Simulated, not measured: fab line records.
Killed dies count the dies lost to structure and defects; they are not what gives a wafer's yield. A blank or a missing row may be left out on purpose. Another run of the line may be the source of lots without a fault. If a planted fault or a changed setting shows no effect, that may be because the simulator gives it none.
Chamber matching + flow nand harc + rie diel-08 running NHARC_P_STI_DESCUM_14: 4 sister chambers
The step chemistry O2, time 3 s. 20 wafers are shown with their chamber, then 10 later ones without.

## WAFERS PAIRED WITH THEIR CHAMBERS
| wafer  | chamber | oes product au (a.u.) | throttle valve pct (%) | rf vpp V (V) |
|--------|---------|-----------------------|------------------------|--------------|
| L074.4 | 0       | 1.007                 | 11.316                 | 57.2         |
| L074.5 | 2       | 1.005                 | 11.313                 | 57.3         |
| L074.6 | 1       | 1.000                 | 11.326                 | 56.4         |
| L077.1 | 2       | 1.000                 | 11.307                 | 58.3         |
| L077.2 | 3       | 1.000                 | 11.310                 | 56.3         |
| L077.6 | 1       | 0.992                 | 11.309                 | 56.9         |
| L078.1 | 2       | 1.000                 | 11.320                 | 59.9         |
| L078.2 | 0       | 1.002                 | 11.298                 | 58.6         |
| L078.5 | 1       | 0.993                 | 11.303                 | 57.7         |
| L079.2 | 2       | 0.988                 | 11.317                 | 58.8         |
| L079.5 | 1       | 0.994                 | 11.298                 | 57.6         |
| L079.6 | 0       | 0.996                 | 11.320                 | 57.1         |
| L083.1 | 1       | 0.997                 | 11.308                 | 57.3         |
| L083.2 | 0       | 1.009                 | 11.317                 | 57.3         |
| L083.5 | 2       | 0.995                 | 11.329                 | 57.0         |
| L084.1 | 3       | 0.996                 | 11.296                 | 59.1         |
| L084.2 | 2       | 0.996                 | 11.322                 | 58.3         |
| L084.3 | 0       | 1.009                 | 11.330                 | 57.2         |
| L088.1 | 1       | 1.001                 | 11.308                 | 58.0         |
| L088.4 | 3       | 1.003                 | 11.307                 | 57.4         |

SIGNATURES, as means of the wafers listed above
| reading            | chamber 0 | chamber 1 | chamber 2 | chamber 3 | scatter within a chamber |
|--------------------|-----------|-----------|-----------|-----------|--------------------------|
| oes product au     | 1.00460   | 0.99617   | 0.99733   | 0.99967   | 0.00492                  |
| throttle valve pct | 11.31620  | 11.30867  | 11.31800  | 11.30433  | 0.00929                  |
| rf vpp V           | 57.480    | 57.317    | 58.267    | 57.600    | 0.893                    |
Rule: for each reading, subtract the chamber's mean from the wafer's reading, divide by that reading's scatter and square the result; add these up over the readings and take the root, which gives the wafer's distance from the chamber. If the next closest chamber is less than 2 further off than the closest, the wafer can't be placed; otherwise it belongs to the closest. The scatter: the root of (the sum of the squares of (reading less its chamber's mean) over the shown wafers, divided by (wafers less chambers)).

## WAFERS WHOSE CHAMBER IS MISSING
| wafer  | oes product au (a.u.) | throttle valve pct (%) | rf vpp V (V) |
|--------|-----------------------|------------------------|--------------|
| L088.6 | 0.993                 | 11.322                 | 56.9         |
| L091.3 | 0.993                 | 11.299                 | 58.8         |
| L091.4 | 0.998                 | 11.301                 | 56.7         |
| L091.6 | 0.992                 | 11.326                 | 58.5         |
| L092.2 | 0.995                 | 11.311                 | 57.3         |
| L092.3 | 0.996                 | 11.313                 | 58.1         |
| L092.4 | 1.007                 | 11.304                 | 59.1         |
| L097.2 | 1.002                 | 11.309                 | 58.2         |
| L097.4 | 0.993                 | 11.319                 | 56.4         |
| L097.5 | 1.003                 | 11.318                 | 58.3         |

## WHICH CHAMBER EACH ONE RAN IN
| wafer  | from the rows above               | in truth |
|--------|-----------------------------------|----------|
| L088.6 | can't be placed: 1 or 2 or 3 or 0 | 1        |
| L091.3 | can't be placed: 3 or 1 or 2 or 0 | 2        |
| L091.4 | can't be placed: 3 or 1 or 0 or 2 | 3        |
| L091.6 | can't be placed: 2 or 1 or 3 or 0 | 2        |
| L092.2 | can't be placed: 1 or 3 or 2 or 0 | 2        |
| L092.3 | can't be placed: 2 or 1 or 3 or 0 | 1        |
| L092.4 | can't be placed: 3 or 0 or 2 or 1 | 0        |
| L097.2 | can't be placed: 3 or 0 or 2 or 1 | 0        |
| L097.4 | can't be placed: 1 or 2 or 3 or 0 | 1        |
| L097.5 | can't be placed: 0 or 2 or 3 or 1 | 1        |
Correct placement for 0 of the 10. From these rows, 10 cannot be placed; in 10 the true chamber is one of the candidates. Number placed wrongly: 0.
